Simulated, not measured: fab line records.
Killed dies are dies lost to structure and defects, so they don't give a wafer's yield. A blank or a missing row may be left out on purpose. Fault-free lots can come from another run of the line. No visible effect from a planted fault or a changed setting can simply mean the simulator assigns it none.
Struck lot and sound lot, side by side -- flow nand_harc -- 40 out of 1159 route steps
Sound: wafers L142.1, L142.2, L142.3. Struck: wafer L153.2. The cause is given at the end.
Order at every step that has rows: each side's tool, ch and its chambers, its first start. Under that, the readings that differ: sound wafers -- struck wafers -- difference of the means -- sigmas: that difference in standard deviations of wafers without a fault.
alike: readings whose means differ by less than 2 such deviations, and words and numbers that are the same on both sides. not compared: withheld readings, readings that some wafer has no value for, bounds like >300 that may hide the same value, and numbers for which the record gives no deviation and whose values overlap.
The two part at a step that has a row with sigmas, a row that says differs or no value, or rows on one side only. Non-overlapping numbers with no deviation appear without sigmas and do not part them. A reading missing from all wafers of one side parts the sides only when that side holds two or more wafers.

first, 4 steps without rows for these wafers: NHARC_A_STAIRCASE_EXPOSE_247 (exposes mask SDS 1); NHARC_A_STAIRCASE_PEB_248 (peb time 130 s); NHARC_A_STAIRCASE_DEVELOP_249 (time 140 s); NHARC_A_STAIRCASE_HARDBAKE_251 (time 140 s).
NHARC_A_STAIRCASE_DESCUM_252: chemistry O2, time 3 s.
  sound on rie_diel-13 ch 0,1,2, day 13 15:07; struck on rie_diel-13 ch 3, day 16 06:56
reading,sound,struck,difference,sigmas
rf_hours_counter_h (h),8 8 7,34,+26,
  alike: drypump_motor_current_A, oes_product_au, rf_vpp_V, showerhead_plenum_p_Torr, throttle_valve_pct
then, 6 steps without rows for these wafers: NHARC_A_STAIRCASE_ETCH_253 (etches the open film in C4F8/O2, target depth 50 nm, time 20.2 s); NHARC_A_STAIRCASE_STRIP_254 (strips in O2); NHARC_A_STAIRCASE_STRIP_255 (strips in SPM, time 900 s); NHARC_A_STAIRCASE_PRECLEAN_256 (cleans in SC1); NHARC_A_STAIRCASE_SRD_257; NHARC_A_STAIRCASE_HM_DEP_456 (deposits aC, target thk 1500 nm).
NHARC_A_STAIRCASE_DEP_259: deposits SiON, target thk 30 nm.
  sound on pecvd-02 ch 0,1,2, day 13 20:46; struck on pecvd-03 ch 1, day 16 10:32
  alike: heater_power_w, rf_fwd_power_W
then, 10 steps without rows for these wafers: NHARC_A_STAIRCASE_DEHYDRATE_281 (time 120 s); NHARC_A_STAIRCASE_HMDS_282 (time 30 s); NHARC_A_STAIRCASE_COAT_283; NHARC_A_STAIRCASE_SOFTBAKE_284 (time 170 s); NHARC_A_STAIRCASE_EBR_285; NHARC_A_STAIRCASE_EXPOSE_286 (exposes mask CHOP 100); NHARC_A_STAIRCASE_PEB_287 (peb time 130 s); NHARC_A_STAIRCASE_DEVELOP_288 (time 140 s); NHARC_A_STAIRCASE_HARDBAKE_290 (time 140 s); NHARC_A_STAIRCASE_DESCUM_291 (chemistry O2, time 3 s).
NHARC_A_STAIRCASE_ETCH_292: etches the open film in CF4/CHF3.
  sound on rie_diel-13 ch 0,1,2, day 13 22:09; struck on rie_diel-08 ch 2, day 16 11:33
reading,sound,struck,difference,sigmas
rf_hours_counter_h (h),10 9 11,24,+14,
throttle_valve_pct (%),16.820 16.807 16.803,16.788,-0.022,-3
  alike: drypump_motor_current_A, oes_product_au, rf_fwd_power_W, rf_vpp_V, showerhead_plenum_p_Torr
NHARC_A_STAIRCASE_HM_OPEN_460: chemistry O2/COS.
  sound: rie_diel-13 ch 0,1,2; struck: rie_diel-08 ch 2
reading,sound,struck,difference,sigmas
oes_product_au (a.u.),1.010 0.997 1.007,0.983,-0.022,-3
rf_hours_counter_h (h),12 11 11,24,+13,
  alike: cos_flow_sccm, drypump_motor_current_A, rf_fwd_power_W, rf_vpp_V, showerhead_plenum_p_Torr, throttle_valve_pct
then, 1 step without rows for these wafers: NHARC_A_STAIRCASE_STRIP_461 (strips in O2/COS).
NHARC_A_STAIRCASE_ETCH_452: etches the open film in CF4/O2, target depth 30 nm, overetch 3 nm, time 16.5 s.
  sound: rie_diel-13 ch 0,2,3; struck: rie_diel-08 ch 0
reading,sound,struck,difference,sigmas
rf_hours_counter_h (h),12 12 12,24,+12,
  alike: drypump_motor_current_A, oes_product_au, rf_fwd_power_W, rf_vpp_V, showerhead_plenum_p_Torr, throttle_valve_pct
then, 5 steps without rows for these wafers: NHARC_A_STAIRCASE_ETCH_294 (etches the open film in C4F8/O2/Ar, target depth 4992 nm, time 1212.4 s); NHARC_A_STAIRCASE_STRIP_295 (strips in O2); NHARC_A_STAIRCASE_STRIP_296 (strips in SPM, time 900 s); NHARC_A_STAIRCASE_PRECLEAN_297 (cleans in SC1); NHARC_A_STAIRCASE_SRD_298.
NHARC_A_STAIRCASE_HM_DEP_462: deposits aC, target thk 800 nm.
  sound on acl_dep-03 ch 0, day 14 01:58; struck on acl_dep-02 ch 0, day 16 15:26
  alike: throttle_valve_pct
then, 7 steps without rows for these wafers: NHARC_A_STAIRCASE_DEP_301 (deposits SiON, target thk 30 nm); NHARC_A_STAIRCASE_DEHYDRATE_302 (time 120 s); NHARC_A_STAIRCASE_HMDS_303 (time 30 s); NHARC_A_STAIRCASE_COAT_304; NHARC_A_STAIRCASE_SOFTBAKE_305 (time 170 s); NHARC_A_STAIRCASE_EBR_306; NHARC_A_STAIRCASE_EXPOSE_307 (exposes mask CHOP 50).
-- jump in the record: it breaks off in module A_STAIRCASE and resumes in module END (first step shown: number 1159 of the route), and 7 days separate the struck wafers' starts before and after --
NHARC_END_SORT_01:
  the record has rows for the struck wafers here (prober-01 ch 0, day 24 00:21) and none for the sound ones

WHERE THEY PART
First at NHARC_A_STAIRCASE_ETCH_292; last, within this record, at NHARC_END_SORT_01.

WHY: the cause the simulator had injected
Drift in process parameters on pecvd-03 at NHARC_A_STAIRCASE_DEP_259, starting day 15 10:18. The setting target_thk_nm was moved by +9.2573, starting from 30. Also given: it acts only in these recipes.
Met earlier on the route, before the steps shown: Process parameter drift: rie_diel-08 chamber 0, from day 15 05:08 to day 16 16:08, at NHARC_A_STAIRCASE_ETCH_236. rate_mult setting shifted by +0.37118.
